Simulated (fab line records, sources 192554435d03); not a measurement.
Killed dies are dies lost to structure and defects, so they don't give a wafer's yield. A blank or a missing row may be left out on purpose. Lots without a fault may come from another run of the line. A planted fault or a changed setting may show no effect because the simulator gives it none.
Which tool did it? | flow n5_finfet | 17 lots, 51 wafers sampled, at 6 steps of a route of 1938

WHAT THE GAUGES READ, wafer by wafer
The record holds no reading of a measuring or inspecting step that can be judged against a usual standard deviation.

WHICH TOOL RAN EACH LOT (tool, then ch and the chambers of the sampled wafers, then the start)
lot  | N5_BEOL_M0_SAQP_MANDREL1_REMOVE_100 | N5_BEOL_M0_SAQP_ETCH_106          | N5_BEOL_M0_SAQP_ETCH_107          | N5_BEOL_M0_CUTY_ETCH_63            | N5_BEOL_M0_ETCH_138                | N5_BEOL_M0_STRIP_140
L074 | rie_si-01 ch 0,3, day 6 13:00       | rie_diel-03 ch 2,3, day 6 13:49   | rie_diel-03 ch 2,3, day 6 13:53   | rie_diel-01 ch 0,1,3, day 6 19:01  | rie_diel-01 ch 0,1,3, day 6 19:09  | rie_diel-01 ch 0,1,3, day 6 20:37
L075 | rie_si-01 ch 0,1,3, day 6 14:02     | rie_diel-04 ch 2,3, day 6 14:50   | rie_diel-04 ch 2,3, day 6 14:54   | rie_diel-05 ch 0,1,2, day 6 19:08  | rie_diel-05 ch 0,1,2, day 6 19:16  | rie_diel-05 ch 0,2,3, day 6 20:38
L077 | rie_si-01 ch 0,1,3, day 6 14:45     | rie_diel-04 ch 2,3, day 6 15:35   | rie_diel-04 ch 2,3, day 6 15:39   | rie_diel-01 ch 0,1,2, day 6 21:36  | rie_diel-01 ch 0,1,2, day 6 21:43  | rie_diel-01 ch 1,2, day 6 22:16
L079 | rie_si-01 ch 0,1,3, day 6 20:34     | rie_diel-04 ch 0,1, day 6 21:23   | rie_diel-04 ch 0,1, day 6 21:26   | rie_diel-01 ch 0,1,3, day 7 01:28  | rie_diel-01 ch 0,1,3, day 7 01:35  | rie_diel-01 ch 1,2,3, day 7 05:23
L080 | rie_si-01 ch 1,2, day 7 02:56       | rie_diel-03 ch 0,2,3, day 7 03:48 | rie_diel-03 ch 0,2,3, day 7 03:52 | rie_diel-05 ch 0,2,3, day 7 07:04  | rie_diel-05 ch 0,2,3, day 7 07:11  | rie_diel-01 ch 0,2,3, day 7 08:15
L081 | rie_si-02 ch 0,1,3, day 7 11:36     | rie_diel-04 ch 0,1, day 7 12:34   | rie_diel-04 ch 0,1, day 7 12:37   | rie_diel-05 ch 0,2,3, day 7 15:47  | rie_diel-05 ch 0,2,3, day 7 15:55  | rie_diel-05 ch 0,1, day 7 19:17
L083 | rie_si-02 ch 2,3, day 7 22:16       | rie_diel-04 ch 0,1,3, day 7 23:08 | rie_diel-04 ch 0,1,3, day 7 23:11 | rie_diel-05 ch 0,1, day 8 02:00    | rie_diel-05 ch 0,1, day 8 02:08    | rie_diel-06 ch 0,1,2, day 8 02:57
L084 | rie_si-01 ch 0,1,2, day 8 10:10     | rie_diel-04 ch 0,3, day 8 10:59   | rie_diel-04 ch 0,3, day 8 11:03   | rie_diel-01 ch 1,3, day 8 15:49    | rie_diel-01 ch 1,3, day 8 15:56    | rie_diel-05 ch 0,1,3, day 8 18:12
L085 | rie_si-01 ch 0,2, day 8 13:51       | rie_diel-04 ch 0,1,3, day 8 14:40 | rie_diel-04 ch 0,1,3, day 8 14:44 | rie_diel-06 ch 1,2, day 8 18:52    | rie_diel-06 ch 1,2, day 8 19:00    | rie_diel-05 ch 0,1,3, day 8 21:40
L087 | rie_si-02 ch 0,2,3, day 9 01:15     | rie_diel-03 ch 0,1,2, day 9 02:13 | rie_diel-03 ch 0,1,2, day 9 02:17 | rie_diel-01 ch 1,2,3, day 9 05:16  | rie_diel-01 ch 1,2,3, day 9 05:23  | rie_diel-06 ch 0,2,3, day 9 06:55
L088 | rie_si-01 ch 0,1,2, day 9 01:21     | rie_diel-02 ch 0,1,3, day 9 02:30 | rie_diel-02 ch 0,1,3, day 9 02:34 | rie_diel-06 ch 0,1,3, day 9 05:44  | rie_diel-06 ch 0,1,3, day 9 05:51  | rie_diel-01 ch 1,2,3, day 9 07:07
L089 | rie_si-01 ch 0,1,2, day 9 06:05     | rie_diel-02 ch 1,2, day 9 07:14   | rie_diel-02 ch 1,2, day 9 07:17   | rie_diel-05 ch 0,1,2, day 9 10:34  | rie_diel-05 ch 0,1,2, day 9 10:41  | rie_diel-06 ch 0,1, day 9 13:39
L090 | rie_si-01 ch 0,2,3, day 9 12:52     | rie_diel-03 ch 0,2,3, day 9 13:41 | rie_diel-03 ch 0,2,3, day 9 13:44 | rie_diel-06 ch 0,1,3, day 9 17:16  | rie_diel-06 ch 0,1,3, day 9 17:23  | rie_diel-06 ch 1,2,3, day 9 17:46
L092 | rie_si-02 ch 2,3, day 10 05:35      | rie_diel-04 ch 2,3, day 10 06:35  | rie_diel-04 ch 2,3, day 10 06:39  | rie_diel-06 ch 0,1,3, day 10 09:36 | rie_diel-06 ch 0,1,3, day 10 09:43 | rie_diel-01 ch 0,2,3, day 10 13:10
L093 | rie_si-04 ch 0,2,3, day 10 09:18    | rie_diel-02 ch 0,3, day 10 10:07  | rie_diel-02 ch 0,3, day 10 10:11  | rie_diel-05 ch 1,2, day 10 13:19   | rie_diel-05 ch 1,2, day 10 13:26   | rie_diel-06 ch 0,1, day 10 16:11
L097 | rie_si-04 ch 1,2, day 11 12:59      | rie_diel-03 ch 2,3, day 11 13:47  | rie_diel-03 ch 2,3, day 11 13:51  | rie_diel-06 ch 0,2, day 11 17:03   | rie_diel-06 ch 0,2, day 11 17:10   | rie_diel-01 ch 0,2,3, day 11 17:26
L096 | rie_si-01 ch 0,2, day 11 18:05      | rie_diel-02 ch 0,1, day 11 18:54  | rie_diel-02 ch 0,1, day 11 18:58  | rie_diel-05 ch 0,2,3, day 11 22:08 | rie_diel-05 ch 0,2,3, day 11 22:16 | rie_diel-06 ch 0,2, day 11 23:26
- N5_BEOL_M0_SAQP_MANDREL1_REMOVE_100: chemistry HBr/Cl2/O2, target a-Si, stops on SiNx, bt time 10 s.
- N5_BEOL_M0_SAQP_ETCH_106: etches SOC in N2/H2, stops on SiNx, target depth 150 nm.
- N5_BEOL_M0_SAQP_ETCH_107: etches SiNx in CH3F/O2, target depth 30 nm.
- N5_BEOL_M0_CUTY_ETCH_63: etches SOC in N2/H2, target depth 82.7 nm, overetch 16.5 nm, time 124 s.
- N5_BEOL_M0_ETCH_138: etches SiCN in CH3F/O2, target depth 12 nm, time 31.6 s.
- N5_BEOL_M0_STRIP_140: strips in CF4.

WHAT THE TOOLS THEMSELVES READ (means of the sampled wafers that have a number; where no wafer has one, the mark that the record gives instead)
N5_BEOL_M0_SAQP_MANDREL1_REMOVE_100. Usual: HBr_flow_sccm 150.0 sccm, standard deviation 0.49; drypump_motor_current_A 5.8 A, standard deviation 0.45; oes_product_au 1.001 a.u., standard deviation 0.021; rf_fwd_power_W 597.2 W, standard deviation 2; throttle_valve_pct 36.7 %, standard deviation 0.32.
lot  | tool      | HBr_flow_sccm (sccm) | drypump_motor_current_A (A) | oes_product_au (a.u.) | rf_fwd_power_W (W) | throttle_valve_pct (%) | flag
L074 | rie_si-01 | 149.2                | 5.8                         | 0.999                 | 597.0              | 37.0                   |
L075 | rie_si-01 | 150.2                | 5.7                         | 0.995                 | 597.4              | 36.9                   |
L077 | rie_si-01 | 150.4                | 5.7                         | 0.995                 | 597.4              | 36.9                   |
L079 | rie_si-01 | 150.1                | 5.7                         | 1.001                 | 599.9              | 36.9                   |
L080 | rie_si-01 | 150.4                | 5.9                         | 1.019                 | 597.5              | 36.6                   |
L081 | rie_si-02 | 150.3                | 6.1                         | 1.016                 | 596.9              | 36.4                   |
L083 | rie_si-02 | 149.9                | 5.5                         | 0.986                 | 597.9              | 36.5                   |
L084 | rie_si-01 | 150.0                | 5.6                         | 1.009                 | 599.0              | 36.7                   |
L085 | rie_si-01 | 149.7                | 5.9                         | 1.020                 | 597.2              | 36.7                   |
L087 | rie_si-02 | 150.0                | 5.8                         | 1.007                 | 595.4              | 36.5                   |
L088 | rie_si-01 | 150.2                | 5.6                         | 1.018                 | 598.4              | 36.7                   |
L089 | rie_si-01 | 150.0                | 5.6                         | 1.018                 | 597.0              | 36.7                   |
L090 | rie_si-01 | 150.4                | 6.0                         | 1.000                 | 598.3              | 36.9                   |
L092 | rie_si-02 | 149.8                | 5.5                         | 0.978                 | 596.3              | 36.5                   |
L093 | rie_si-04 | 150.2                | 5.9                         | 0.976                 | 598.6              | 36.6                   |
L097 | rie_si-04 | 150.0                | 6.3                         | 1.000                 | 597.4              | 36.7                   |
L096 | rie_si-01 | 150.2                | 5.7                         | 1.022                 | 598.7              | 36.8                   |

N5_BEOL_M0_SAQP_ETCH_106. Usual: drypump_motor_current_A 5.8 A, standard deviation 0.41; h2_flow_sccm 200.0 sccm, standard deviation 0.66; oes_product_au 0.78 a.u., standard deviation 0.08; rf_fwd_power_W 844 W, standard deviation 3.1; rf_vpp_V 240.6 V, standard deviation 1.6; showerhead_plenum_p_Torr 2.53 Torr, standard deviation 0.096; throttle_valve_pct 17.85 %, standard deviation 0.18.
lot  | tool        | drypump_motor_current_A (A) | h2_flow_sccm (sccm) | oes_product_au (a.u.) | rf_fwd_power_W (W) | rf_vpp_V (V) | showerhead_plenum_p_Torr (Torr) | throttle_valve_pct (%) | flag
L074 | rie_diel-03 | 5.9                         | 199.5               | 0.85                  | 846                | 241.5        | 2.62                            | 17.73                  |
L075 | rie_diel-04 | 5.7                         | 200.7               | 0.68                  | 843                | 241.7        | 2.57                            | 17.98                  |
L077 | rie_diel-04 | 5.7                         | 200.7               | 0.68                  | 846                | 241.3        | 2.57                            | 17.98                  |
L079 | rie_diel-04 | 6.2                         | 201.0               | 0.80                  | 844                | 239.7        | 2.50                            | 17.76                  |
L080 | rie_diel-03 | 5.8                         | 200.1               | 0.80                  | 844                | 241.5        | 2.60                            | 17.91                  |
L081 | rie_diel-04 | 6.3                         | 199.8               | 0.79                  | 842                | 240.0        | 2.50                            | 17.76                  |
L083 | rie_diel-04 | 6.2                         | 199.5               | 0.85                  | 843                | 239.8        | 2.47                            | 17.72                  |
L084 | rie_diel-04 | 6.3                         | 200.2               | 0.83                  | 844                | 238.7        | 2.39                            | 17.76                  |
L085 | rie_diel-04 | 6.2                         | 199.7               | 0.84                  | 843                | 239.1        | 2.47                            | 17.72                  |
L087 | rie_diel-03 | 5.6                         | 199.8               | 0.83                  | 843                | 241.2        | 2.58                            | 17.94                  |
L088 | rie_diel-02 | 5.2                         | 200.3               | 0.78                  | 844                | 239.4        | 2.46                            | 17.78                  |
L089 | rie_diel-02 | 5.4                         | 199.7               | 0.81                  | 845                | 240.6        | 2.50                            | 17.64                  |
L090 | rie_diel-03 | 5.8                         | 200.4               | 0.78                  | 846                | 242.0        | 2.59                            | 17.96                  |
L092 | rie_diel-04 | 5.7                         | 200.0               | 0.92                  | 843                | 241.2        | 2.56                            | 17.61                  |
L093 | rie_diel-02 | 5.3                         | 199.9               | 0.73                  | 842                | 239.4        | 2.47                            | 17.86                  |
L097 | rie_diel-03 | 5.9                         | 200.2               | 0.80                  | 844                | 241.5        | 2.60                            | 17.80                  |
L096 | rie_diel-02 | 5.1                         | 199.9               | 0.78                  | 841                | 238.7        | 2.39                            | 17.88                  |

N5_BEOL_M0_SAQP_ETCH_107. Usual: drypump_motor_current_A 5.8 A, standard deviation 0.41; oes_product_au 0.79 a.u., standard deviation 0.084; rf_fwd_power_W 390.2 W, standard deviation 1.7; rf_vpp_V 295 V, standard deviation 5.1; showerhead_plenum_p_Torr 1.99 Torr, standard deviation 0.074; throttle_valve_pct 16.43 %, standard deviation 0.2.
lot  | tool        | drypump_motor_current_A (A) | oes_product_au (a.u.) | rf_fwd_power_W (W) | rf_vpp_V (V) | showerhead_plenum_p_Torr (Torr) | throttle_valve_pct (%) | flag
L074 | rie_diel-03 | 5.9                         | 0.86                  | 389.8              | 293          | 2.06                            | 16.34                  |
L075 | rie_diel-04 | 5.7                         | 0.68                  | 390.3              | 294          | 2.03                            | 16.63                  |
L077 | rie_diel-04 | 5.7                         | 0.68                  | 392.3              | 294          | 2.03                            | 16.63                  |
L079 | rie_diel-04 | 6.2                         | 0.81                  | 390.9              | 295          | 1.97                            | 16.33                  |
L080 | rie_diel-03 | 5.8                         | 0.82                  | 391.3              | 294          | 2.05                            | 16.50                  |
L081 | rie_diel-04 | 6.3                         | 0.81                  | 388.8              | 295          | 1.97                            | 16.34                  |
L083 | rie_diel-04 | 6.2                         | 0.87                  | 390.8              | 297          | 1.95                            | 16.33                  |
L084 | rie_diel-04 | 6.3                         | 0.84                  | 390.0              | 298          | 1.90                            | 16.41                  |
L085 | rie_diel-04 | 6.2                         | 0.85                  | 390.5              | 297          | 1.95                            | 16.33                  |
L087 | rie_diel-03 | 5.6                         | 0.84                  | 389.9              | 293          | 2.02                            | 16.42                  |
L088 | rie_diel-02 | 5.2                         | 0.80                  | 388.4              | 296          | 1.93                            | 16.29                  |
L089 | rie_diel-02 | 5.4                         | 0.82                  | 389.1              | 296          | 1.97                            | 16.11                  |
L090 | rie_diel-03 | 5.8                         | 0.79                  | 390.5              | 293          | 2.04                            | 16.54                  |
L092 | rie_diel-04 | 5.7                         | 0.93                  | 391.7              | 294          | 2.02                            | 16.23                  |
L093 | rie_diel-02 | 5.3                         | 0.74                  | 390.6              | 302          | 1.94                            | 16.44                  |
L097 | rie_diel-03 | 5.9                         | 0.81                  | 390.0              | 292          | 2.05                            | 16.40                  |
L096 | rie_diel-02 | 5.1                         | 0.79                  | 388.8              | 291          | 1.88                            | 16.37                  |

N5_BEOL_M0_CUTY_ETCH_63. Usual: drypump_motor_current_A 5.6 A, standard deviation 0.41; h2_flow_sccm 200.0 sccm, standard deviation 0.55; oes_product_au 0.67 a.u., standard deviation 0.071; rf_fwd_power_W 836.7 W, standard deviation 2.5; rf_vpp_V 524.3 V, standard deviation 2.3; showerhead_plenum_p_Torr 2.56 Torr, standard deviation 0.079; throttle_valve_pct 17.79 %, standard deviation 0.19.
lot  | tool        | drypump_motor_current_A (A) | h2_flow_sccm (sccm) | oes_product_au (a.u.) | rf_fwd_power_W (W) | rf_vpp_V (V) | showerhead_plenum_p_Torr (Torr) | throttle_valve_pct (%) | flag
L074 | rie_diel-01 | 5.7                         | 200.3               | 0.67                  | 835.9              | 525.8        | 2.58                            | 17.75                  |
L075 | rie_diel-05 | 5.8                         | 200.2               | 0.72                  | 837.8              | 523.0        | 2.51                            | 17.71                  |
L077 | rie_diel-01 | 5.5                         | 199.9               | 0.73                  | 836.5              | 524.8        | 2.58                            | 17.61                  |
L079 | rie_diel-01 | 5.7                         | 200.3               | 0.66                  | 836.9              | 525.8        | 2.58                            | 17.74                  |
L080 | rie_diel-05 | 5.9                         | 199.8               | 0.65                  | 837.0              | 524.4        | 2.57                            | 17.82                  |
L081 | rie_diel-05 | 5.9                         | 200.4               | 0.64                  | 836.9              | 523.6        | 2.57                            | 17.82                  |
L083 | rie_diel-05 | 5.8                         | 199.3               | 0.68                  | 837.1              | 524.4        | 2.55                            | 17.66                  |
L084 | rie_diel-01 | 5.8                         | 199.8               | 0.60                  | 837.6              | 526.1        | 2.59                            | 17.92                  |
L085 | rie_diel-06 | 5.6                         | 199.7               | 0.65                  | 837.0              | 525.2        | 2.59                            | 17.75                  |
L087 | rie_diel-01 | 5.5                         | 199.9               | 0.66                  | 838.8              | 525.1        | 2.59                            | 17.80                  |
L088 | rie_diel-06 | 5.5                         | 200.1               | 0.66                  | 835.6              | 523.1        | 2.52                            | 17.90                  |
L089 | rie_diel-05 | 5.8                         | 200.4               | 0.69                  | 835.0              | 522.7        | 2.50                            | 17.75                  |
L090 | rie_diel-06 | 5.5                         | 200.6               | 0.65                  | 833.6              | 523.2        | 2.51                            | 17.91                  |
L092 | rie_diel-06 | 5.5                         | 200.3               | 0.64                  | 836.2              | 523.2        | 2.51                            | 17.92                  |
L093 | rie_diel-05 | 5.8                         | 200.5               | 0.70                  | 836.2              | 522.2        | 2.46                            | 17.86                  |
L097 | rie_diel-06 | 5.3                         | 200.5               | 0.64                  | 835.8              | 525.9        | 2.63                            | 17.86                  |
L096 | rie_diel-05 | 6.0                         | 199.6               | 0.68                  | 837.8              | 523.4        | 2.55                            | 17.75                  |

N5_BEOL_M0_ETCH_138. Usual: drypump_motor_current_A 5.6 A, standard deviation 0.41; etch_rf_on_time_s 28.7 s, standard deviation 0.75; oes_product_au 0.70 a.u., standard deviation 0.078; rf_fwd_power_W 385.9 W, standard deviation 1.4; rf_vpp_V 297.6 V, standard deviation 1.5; showerhead_plenum_p_Torr 2.01 Torr, standard deviation 0.061; throttle_valve_pct 16.26 %, standard deviation 0.19.
lot  | tool        | drypump_motor_current_A (A) | etch_rf_on_time_s (s) | oes_product_au (a.u.) | rf_fwd_power_W (W) | rf_vpp_V (V) | showerhead_plenum_p_Torr (Torr) | throttle_valve_pct (%) | flag
L074 | rie_diel-01 | 5.7                         | 28.9                  | 0.70                  | 384.7              | 297.1        | 2.04                            | 16.29                  |
L075 | rie_diel-05 | 5.8                         | 29.0                  | 0.76                  | 385.5              | 296.6        | 1.97                            | 16.15                  |
L077 | rie_diel-01 | 5.5                         | 28.4                  | 0.77                  | 386.0              | 297.7        | 2.03                            | 16.12                  |
L079 | rie_diel-01 | 5.7                         | 28.7                  | 0.69                  | 386.0              | 298.5        | 2.04                            | 16.30                  |
L080 | rie_diel-05 | 6.0                         | 28.1                  | 0.68                  | 385.4              | 298.0        | 2.01                            | 16.27                  |
L081 | rie_diel-05 | 5.9                         | 28.5                  | 0.68                  | 386.9              | 297.3        | 2.01                            | 16.27                  |
L083 | rie_diel-05 | 5.8                         | 28.7                  | 0.72                  | 385.6              | 296.7        | 2.00                            | 16.07                  |
L084 | rie_diel-01 | 5.8                         | 29.4                  | 0.63                  | 387.8              | 298.1        | 2.05                            | 16.51                  |
L085 | rie_diel-06 | 5.5                         | 29.0                  | 0.69                  | 385.1              | 298.0        | 2.03                            | 16.17                  |
L087 | rie_diel-01 | 5.5                         | 28.1                  | 0.70                  | 385.0              | 297.9        | 2.04                            | 16.33                  |
L088 | rie_diel-06 | 5.5                         | 29.7                  | 0.68                  | 386.9              | 296.7        | 1.98                            | 16.36                  |
L089 | rie_diel-05 | 5.8                         | 28.6                  | 0.73                  | 385.0              | 297.2        | 1.97                            | 16.20                  |
L090 | rie_diel-06 | 5.5                         | 28.8                  | 0.68                  | 386.5              | 296.7        | 1.98                            | 16.36                  |
L092 | rie_diel-06 | 5.5                         | 29.5                  | 0.67                  | 385.3              | 298.1        | 1.98                            | 16.38                  |
L093 | rie_diel-05 | 5.9                         | 28.9                  | 0.74                  | 385.5              | 296.3        | 1.93                            | 16.29                  |
L097 | rie_diel-06 | 5.3                         | 28.5                  | 0.68                  | 385.3              | 298.8        | 2.05                            | 16.23                  |
L096 | rie_diel-05 | 5.9                         | 28.5                  | 0.72                  | 385.9              | 296.7        | 2.00                            | 16.20                  |

N5_BEOL_M0_STRIP_140. Usual: drypump_motor_current_A 5.7 A, standard deviation 0.41; oes_product_au 0.80 a.u., standard deviation 0.083; rf_fwd_power_W 292.7 W, standard deviation 0.95; rf_vpp_V 271.4 V, standard deviation 1.4; showerhead_plenum_p_Torr 1.80 Torr, standard deviation 0.045; throttle_valve_pct 13.52 %, standard deviation 0.23.
lot  | tool        | drypump_motor_current_A (A) | oes_product_au (a.u.) | rf_fwd_power_W (W) | rf_vpp_V (V) | showerhead_plenum_p_Torr (Torr) | throttle_valve_pct (%) | flag
L074 | rie_diel-01 | 5.7                         | 0.80                  | 292.6              | 272.2        | 1.83                            | 13.59                  |
L075 | rie_diel-05 | 5.9                         | 0.79                  | 292.0              | 272.6        | 1.80                            | 13.51                  |
L077 | rie_diel-01 | 5.3                         | 0.90                  | 292.3              | 272.0        | 1.81                            | 13.25                  |
L079 | rie_diel-01 | 5.5                         | 0.82                  | 292.3              | 271.3        | 1.83                            | 13.52                  |
L080 | rie_diel-01 | 5.3                         | 0.83                  | 292.3              | 271.1        | 1.83                            | 13.46                  |
L081 | rie_diel-05 | 5.8                         | 0.86                  | 292.2              | 270.7        | 1.77                            | 13.36                  |
L083 | rie_diel-06 | 5.6                         | 0.77                  | 291.7              | 271.9        | 1.80                            | 13.60                  |
L084 | rie_diel-05 | 6.0                         | 0.77                  | 291.7              | 270.8        | 1.79                            | 13.51                  |
L085 | rie_diel-05 | 5.9                         | 0.77                  | 292.1              | 271.3        | 1.79                            | 13.51                  |
L087 | rie_diel-06 | 5.2                         | 0.84                  | 293.1              | 272.9        | 1.85                            | 13.52                  |
L088 | rie_diel-01 | 5.5                         | 0.80                  | 292.4              | 271.8        | 1.82                            | 13.55                  |
L089 | rie_diel-06 | 5.9                         | 0.71                  | 292.7              | 270.1        | 1.74                            | 13.77                  |
L090 | rie_diel-06 | 5.5                         | 0.82                  | 292.7              | 271.6        | 1.81                            | 13.50                  |
L092 | rie_diel-01 | 5.3                         | 0.79                  | 294.0              | 272.4        | 1.82                            | 13.51                  |
L093 | rie_diel-06 | 5.7                         | 0.71                  | 293.0              | 271.7        | 1.77                            | 13.80                  |
L097 | rie_diel-01 | 5.3                         | 0.78                  | 292.9              | 271.9        | 1.82                            | 13.54                  |
L096 | rie_diel-06 | 5.3                         | 0.78                  | 293.2              | 272.3        | 1.85                            | 13.58                  |

THE ANSWER, worked out from the rows above alone
Rule: a lot is off if the mean of its wafers that have a number lies more than 3 standard deviations from the usual mean. A lot without any number at a reading at which 4 lots or more have one is off too. The other lots that the step has rows for count as sound. The gauges are gone through in route order, then the tools' own readings, and for those a lot's mean is taken as printed above. The first step at which some lot is off is used, and at that step the reading that is off furthest; a lot without a number counts as furthest.
No lot is off at any reading shown: from this, nothing can be told.

WHAT THE SIMULATOR HAD PUT IN
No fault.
